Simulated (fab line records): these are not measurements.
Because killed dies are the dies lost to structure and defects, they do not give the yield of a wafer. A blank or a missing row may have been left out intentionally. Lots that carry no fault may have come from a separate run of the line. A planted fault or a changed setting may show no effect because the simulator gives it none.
Lot-split experiment -- flow n5_finfet -- 21 wafers read from 7 lots, route of 1938 steps

== ABOUT THE SPLIT ==
At N5_WELL_APT_PEB_23 (peb time 90 s), the setting peb_temp_c was moved away from the recipe's 130 C on 7 of the 21 wafers read, by -1.1% to +2.2%. The other wafers ran this setting at the recipe's value.

== FROM THE SPLIT TO THE READING: what the file shows between them, 2 steps ==
- N5_WELL_APT_DEVELOP_24: develop time 45 s
- N5_WELL_APT_HARDBAKE_29: time 120 s

== THE READING ==
Shown in nm: cd_nm at N5_WELL_APT_CD_MEAS_25, with target cd 200 nm. Fault-free wafers of this fab line usually give 198.9 nm, standard deviation 2.7 nm.

wafer,"tool, chamber at the split","peb_temp_c as run, C",against the recipe,"cd_nm, nm",against lot-mates on the recipe
L080.2,"litho_track-04, 0",130,recipe,198.0,-
L080.3,"litho_track-04, 0",130,recipe,202.7,-
L080.5,"litho_track-04, 0",130,recipe,201.2,-
L082.1,"litho_track-01, 0",130,recipe,199.8,-
L082.4,"litho_track-01, 0",128.6,-1.1%,189.1,-10.7
L082.6,"litho_track-01, 0",128.6,-1.1%,186.1,-13.7
L083.1,"litho_track-01, 0",130,recipe,199.3,-
L083.3,"litho_track-01, 0",130,recipe,199.7,-
L083.5,"litho_track-01, 0",130,recipe,196.9,-
L090.4,"litho_track-01, 0",131.1,+0.8%,204.0,+7.7
L090.5,"litho_track-01, 0",131.1,+0.8%,201.6,+5.3
L090.6,"litho_track-01, 0",130,recipe,196.3,-
L091.2,"litho_track-01, 0",130,recipe,195.7,-
L091.3,"litho_track-01, 0",130,recipe,196.2,-
L091.6,"litho_track-01, 0",132.9,+2.2%,214.3,+18.4
L092.1,"litho_track-02, 0",130,recipe,197.8,-
L092.3,"litho_track-02, 0",128.6,-1.1%,186.4,-11.4
L092.6,"litho_track-02, 0",128.6,-1.1%,189.4,-8.4
L096.1,"litho_track-01, 0",130,recipe,199.5,-
L096.5,"litho_track-01, 0",130,recipe,199.2,-
L096.6,"litho_track-01, 0",130,recipe,194.9,-

FIT RESULTS
A straight line over all 21 wafers: cd_nm changes by +8.01 nm for each +1% of peb_temp_c; r = +0.94; the points scatter about the line by 2.3 nm.
The same after taking each lot's own level away (the mean of its wafers on the recipe; 21 wafers): +8.99 nm for each +1%; r = +0.97; scatter 1.7 nm.
On that fit, the largest move of peb_temp_c shifts the reading by 20 nm.
The lots' own levels span 195.95 to 200.63 nm, that is 1.7 times the standard deviation above.
So the slope is not independent of the lot-to-lot level: the two fits are not the same.
Check: with one of the wafers moved furthest among these (+2.2%) left out of the fit, the line predicts +20.9 nm for it against its lot-mates. It came out at +18.4 nm against them.

== THESE WAFERS: OTHER SPLITS ==
Note: prior to the reading, these wafers also went through further splits. Each is held against what the fit with the lots' levels taken away leaves over:
other split on the same wafers,wafers away from the commonest value,r with cd_nm (lot level and that fit taken away)
N5_ZERO_LAYER_EXPOSE_08 dose_mj,2,-0.12
N5_ZERO_LAYER_DEVELOP_10 develop_time_s,11,+0.24

== THE WHOLE CHAIN: every reading that the file lists as answering this split, in the file's order ==
step,what it does,reading,change (the file's fit),r (the file's)
N5_WELL_APT_CD_MEAS_25,target cd 200 nm,cd_nm,+8.77 nm for each +1% of the setting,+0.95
N5_WELL_APT_DESCUM_30,"chemistry O2, time 7.9 s","WELL_APT.cd_nm (the simulator's own value, which no gauge read)",+8.62 nm for each +1% of the setting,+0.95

== THE FILE'S OWN FIT ==
cd_nm changes by +8.77 nm for each +1% of peb_temp_c, r = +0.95.
